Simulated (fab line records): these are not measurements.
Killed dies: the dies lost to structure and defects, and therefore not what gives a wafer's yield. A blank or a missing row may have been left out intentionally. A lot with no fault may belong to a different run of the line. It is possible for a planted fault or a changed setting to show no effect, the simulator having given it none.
The same fault as seen by 3 desks + flow nandHarc + every desk sees just its own numbers, and what lay behind them comes last

THE DEFECT DESK
For each lot, the counts of the inspections along the route, averaged over the sampled wafers that have a number. Any lot whose mean is over 4 standard deviations away from the usual mean is out of limits and marked OUT; that distance is given in the brackets.
Columns: A = rawDefectCount at NHARC_A_SGD_CUT_INSPECT_11, usual 18
| lot  | first seen here | A  |
|------|-----------------|----|
| L208 | day 13 23:05    | 9  |
| L210 | day 14 14:14    | 22 |
| L212 | day 14 21:35    | 8  |
| L222 | day 17 07:04    | 31 |
| L224 | day 18 02:14    | 26 |
| L228 | day 18 12:16    | 16 |
This desk's finding: nothing out of limits on any of the 6 lots.

FROM THE METROLOGY DESK
Lot by lot, what the gauges showed, no matter which tool ran the lot: averages of those sampled wafers that carry a number. Any lot whose mean is over 4 standard deviations away from the usual mean is out of limits and marked OUT; that distance is given in the brackets.
Columns: A = cdNm at NHARC_A_SGD_CUT_CD_MEAS_09, usual 100.0 nm; B = overlayXNm at NHARC_A_SGD_CUT_OVL_MEAS_10, usual 0.0 nm; C = overlayYNm at NHARC_A_SGD_CUT_OVL_MEAS_10, usual 0.2 nm; D = thkNm at NHARC_A_SGD_CUT_THK_MEAS_22, usual 148.6 nm; E = cdNm at NHARC_A_SLIT_CD_MEAS_09, usual 300.2 nm; F = overlayXNm at NHARC_A_SLIT_OVL_MEAS_10, usual 0.0 nm; G = overlayYNm at NHARC_A_SLIT_OVL_MEAS_10, usual -0.2 nm
| lot  | first seen here | A     | B    | C    | D     | E     | F    | G    |
|------|-----------------|-------|------|------|-------|-------|------|------|
| L208 | day 13 22:58    | 100.2 | -0.1 | 1.4  | 148.1 | 300.2 | -0.4 | -0.6 |
| L210 | day 14 14:07    | 100.2 | -0.1 | 0.4  | 149.6 | 300.6 | 0.4  | 0.6  |
| L212 | day 14 21:28    | 100.1 | -1.7 | -0.4 | 149.6 | 300.7 | -0.1 | 0.3  |
| L222 | day 17 06:56    | 99.6  | -0.6 | -0.6 | 148.8 | 299.6 | 0.8  | -0.4 |
| L224 | day 18 02:07    | 100.4 | -0.8 | 0.9  | 147.8 | 300.8 | 1.7  | -1.1 |
| L228 | day 18 12:07    | 100.3 | 0.2  | -1.0 | 147.7 | 300.3 | 0.4  | 0.7  |
This desk's finding: nothing out of limits on any of the 6 lots.

THE TOOL OWNER'S DESK: rieDiel-05
The tool's own readings at NHARC_A_SGD_CUT_ETCH_16 (etches the open film in C4F8/O2/Ar, target depth 310.5 nm, time 155.2 s): means of the sampled wafers that have a number, for each lot that ran on this tool. Any lot whose mean is over 4 standard deviations away from the usual mean is out of limits and marked OUT; that distance is given in the brackets.
Columns: A = chamberPressureMTorr at NHARC_A_SGD_CUT_ETCH_16, usual 25.000 mTorr; B = oesProductAu at NHARC_A_SGD_CUT_ETCH_16, usual 0.971 a.u.; C = rfVppV at NHARC_A_SGD_CUT_ETCH_16, usual 722 V
| lot  | first seen here | A      | B     | C   |
|------|-----------------|--------|-------|-----|
| L208 | day 13 23:44    | 25.009 | 0.958 | 721 |
| L212 | day 14 22:40    | 24.996 | 0.975 | 723 |
| L222 | day 17 07:41    | 24.994 | 0.967 | 724 |
| L224 | day 18 02:52    | 25.006 | 0.965 | 725 |
This desk's finding: nothing out of limits on any of the 4 lots.

TAKEN TOGETHER
No out-of-limits result turned up at the defect desk.
At the metrology desk, nothing out of limits was observed.
The tool owner's desk saw nothing out of limits.

WHAT THE SIMULATOR HAD INSERTED
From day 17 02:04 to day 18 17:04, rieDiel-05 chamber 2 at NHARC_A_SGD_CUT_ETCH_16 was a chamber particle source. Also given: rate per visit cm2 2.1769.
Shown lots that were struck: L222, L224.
